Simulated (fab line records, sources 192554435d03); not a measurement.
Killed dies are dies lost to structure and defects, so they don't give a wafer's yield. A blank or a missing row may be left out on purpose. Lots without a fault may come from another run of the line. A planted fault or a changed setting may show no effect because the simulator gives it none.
A struck lot beside a sound one | flow n5_finfet | 43 steps out of a route of 1938
Sound: wafers L182.4, L182.5, L182.6. Struck: wafers L191.1, L191.2, L191.4. The cause comes at the end.
At each step with rows: each side's tool, then ch and its chambers, then its first start. Under that, the readings that differ: sound wafers | struck wafers | difference of the means | sigmas: that difference in standard deviations of wafers without a fault.
alike: readings whose means differ by less than 2 such deviations, and words and numbers that are the same on both sides. not compared: withheld readings, readings that some wafer has no value for, bounds like >300 that may hide the same value, and numbers for which the record gives no deviation and whose values overlap.
The two part at a step that has a row with sigmas, a row that says differs or no value, or rows on one side only. Numbers that don't overlap but have no deviation are shown without sigmas and don't part them. A reading that every wafer of one side lacks parts them only if that side has two wafers or more.

first, 5 steps without rows for these wafers: N5_MOL_CONTACT_COAG_PRE_CLEAN_121; N5_MOL_CONTACT_COAG_CVD_140 (deposits W, target thk 66.5 nm, time 215 s); N5_MOL_CONTACT_COAG_PRECLEAN_127 (cleans in DIW, time 57.5 s); N5_MOL_CONTACT_COAG_SRD_128 (dry time 32 s); N5_MOL_CONTACT_COAG_CMP_52 (polishes, stops on SiO2, t overpolish 1.5 s, target thk 66.5 nm).
N5_MOL_CONTACT_COAG_THK_MEAS_53:
  sound on film_metro-02, day 6 01:38; struck on film_metro-01, day 8 09:19
  alike: VIA_MOL_THK
N5_MOL_CONTACT_COAG_ANNEAL_112: time 1800 s.
  sound on hp_anneal-01 ch 0, day 6 01:39; struck on hp_anneal-01 ch 0, day 8 09:21
  alike: spike_tc_lower_C, spike_tc_top_C, wafer_temp_C_max, zone_power_upper_pct
N5_MOL_CONTACT_COAG_INSPECT_97: inspects for defects (darkfield).
  sound on defect_inspect-02, day 6 04:44; struck on defect_inspect-02, day 8 12:22
  alike: raw_defect_count
then, 3 steps without rows for these wafers: N5_BEOL_M0_SAQP_PECVD_00 (deposits SiCN from 3MS/NH3, target thk 8 nm, time 14 s); N5_BEOL_M0_SAQP_ILD_DEP_01 (deposits SiOC from DEMS/O2, target thk 45.419 nm, time 8.7 s); N5_BEOL_M0_SAQP_HM_DEP_02 (deposits TiN, target thk 12 nm).
N5_BEOL_M0_SAQP_PECVD_03: deposits SiCN from 3MS/NH3, target thk 12 nm, time 21.1 s.
  sound on pecvd-02 ch 0,1,2, day 6 06:32; struck on pecvd-02 ch 0,1, day 8 13:56
  no value came back on the struck wafers for chamber_pressure_Torr (Torr), rf_fwd_power_W (W), showerhead_plenum_p_Torr (Torr), throttle_valve_pct (%); on the sound wafers chamber_pressure_Torr (Torr) reads 3.000 3.004 3.008
then, 1 step without rows for these wafers: N5_BEOL_M0_SAQP_PECVD_96 (deposits a-Si from SiH4/He, target thk 45 nm, time 45.2 s).
N5_BEOL_M0_SAQP_PECVD_97: deposits SiNx from SiH4/NH3/N2, target thk 23 nm, time 19.9 s.
  sound on pecvd-02 ch 0,1,2, day 6 06:37; struck on pecvd-02 ch 0,1, day 8 14:01
  alike: chamber_pressure_Torr, heater_power_outer_w, heater_power_w, showerhead_plenum_p_Torr, throttle_valve_pct
N5_BEOL_M0_SAQP_PECVD_04: deposits a-Si from SiH4/He, target thk 60 nm, time 60.2 s.
  sound on pecvd-02 ch 0,1,2, day 6 06:40; struck on pecvd-02 ch 0,1, day 8 14:03
  alike: chamber_pressure_Torr, heater_power_outer_w, heater_power_w, showerhead_plenum_p_Torr, throttle_valve_pct
N5_BEOL_M0_SAQP_THK_MEAS_05:
  sound on film_metro-02, day 6 06:44; struck on film_metro-01, day 8 14:09
  alike: thk_nm
N5_BEOL_M0_SAQP_HM_DEP_111: deposits SiO2 from SiH4/N2O, target thk 12 nm, time 7.2 s.
  sound on pecvd-01 ch 0,1,2, day 6 06:47; struck on pecvd-02 ch 0,1,2, day 8 14:11
  alike: heater_power_outer_w, heater_power_w, showerhead_plenum_p_Torr
then, 8 steps without rows for these wafers: N5_BEOL_M0_SAQP_COAT_81 (time 60 s, resist thk 100 nm); N5_BEOL_M0_SAQP_COAT_82 (time 60 s, resist thk 30 nm); N5_BEOL_M0_SAQP_COAT_08 (resist thk 90 nm); N5_BEOL_M0_SAQP_EBR_10; N5_BEOL_M0_SAQP_SOFTBAKE_09 (time 60 s); N5_BEOL_M0_SAQP_EXPOSE_11 (exposes mask M0 CORE, target cd 42 nm); N5_BEOL_M0_SAQP_PEB_12 (peb time 60 s); N5_BEOL_M0_SAQP_DEVELOP_13 (develop time 30 s).
N5_BEOL_M0_SAQP_CD_MEAS_14: target cd 42.5 nm.
  sound on cd_sem-02 ch 0, day 6 07:05; struck on cd_sem-03 ch 0, day 8 14:38
  alike: cd_nm
N5_BEOL_M0_SAQP_OVL_MEAS_15:
  sound on overlay-02 ch 0, day 6 07:07; struck on overlay-01 ch 0, day 8 14:40
  alike: M0_CORE_OVL
N5_BEOL_M0_SAQP_INSPECT_16: inspects for defects (brightfield).
  sound on defect_inspect-02, day 6 07:09; struck on defect_inspect-01, day 8 14:41
  alike: raw_defect_count
then, 6 steps without rows for these wafers: N5_BEOL_M0_SAQP_DESCUM_19 (chemistry O2, time 7.9 s); N5_BEOL_M0_SAQP_ETCH_83 (etches SiARC in CF4, target depth 39 nm, time 65 s); N5_BEOL_M0_SAQP_ETCH_84 (etches SOC in N2/H2, target depth 100 nm, overetch 20 nm, time 150 s); N5_BEOL_M0_SAQP_STRIP_80 (strips in N2/H2); N5_BEOL_M0_SAQP_HM_OPEN_112 (chemistry CHF3/O2, target SiO2, stops on a-Si, target depth 12 nm, time 13.5 s); N5_BEOL_M0_SAQP_STRIP_113 (strips in CHF3/O2).
N5_BEOL_M0_SAQP_MANDREL_ETCH_20: etches a-Si in HBr/Cl2, stops on SiNx, target depth 60 nm, bt time 10 s, time 30 s.
  sound on rie_si-03 ch 0,2,3, day 6 07:35; struck on rie_si-02 ch 0,1, day 8 14:59
  alike: HBr_flow_sccm, drypump_motor_current_A, oes_product_au, throttle_valve_pct
  not compared: rf_hours_counter_h
then, 6 steps without rows for these wafers: N5_BEOL_M0_SAQP_STRIP_86 (strips in N2/H2); N5_BEOL_M0_SAQP_STRIP_115 (strips in post etch residue remover, time 60 s); N5_BEOL_M0_SAQP_SRD_93 (time 30 s); N5_BEOL_M0_SAQP_RECESS_114 (chemistry HF/NH3, target SiO2, target depth 14.4 nm, afs cycles 3, sublimation time 60 s); N5_BEOL_M0_SAQP_SPACER1_ALD_98 (deposits SiO2, target thk 12.8 nm, pulse time 1 s, purge time 2 s); N5_BEOL_M0_SAQP_SPACER1_ETCHBACK_99 (etches SiO2 in CHF3/O2, target depth 15.4 nm, time 7.7 s).
N5_BEOL_M0_SAQP_CD_MEAS_29: target cd 14.4 nm.
  sound on cd_sem-02 ch 0, day 6 11:02; struck on cd_sem-02 ch 0, day 8 18:54
  reading    | sound             | struck | difference                    | sigmas
  cd_nm (nm) | 15.20 15.59 14.92 | - - -  | no value on the struck wafers |
N5_BEOL_M4_RC_MEAS_101:
  the record has rows for the sound wafers here (prober-02 ch 0, day 8 22:19) and none for the struck ones

WHERE THEY PART
First at N5_BEOL_M0_SAQP_PECVD_03; last, within this record, at N5_BEOL_M4_RC_MEAS_101.

WHY: what the simulator had put in
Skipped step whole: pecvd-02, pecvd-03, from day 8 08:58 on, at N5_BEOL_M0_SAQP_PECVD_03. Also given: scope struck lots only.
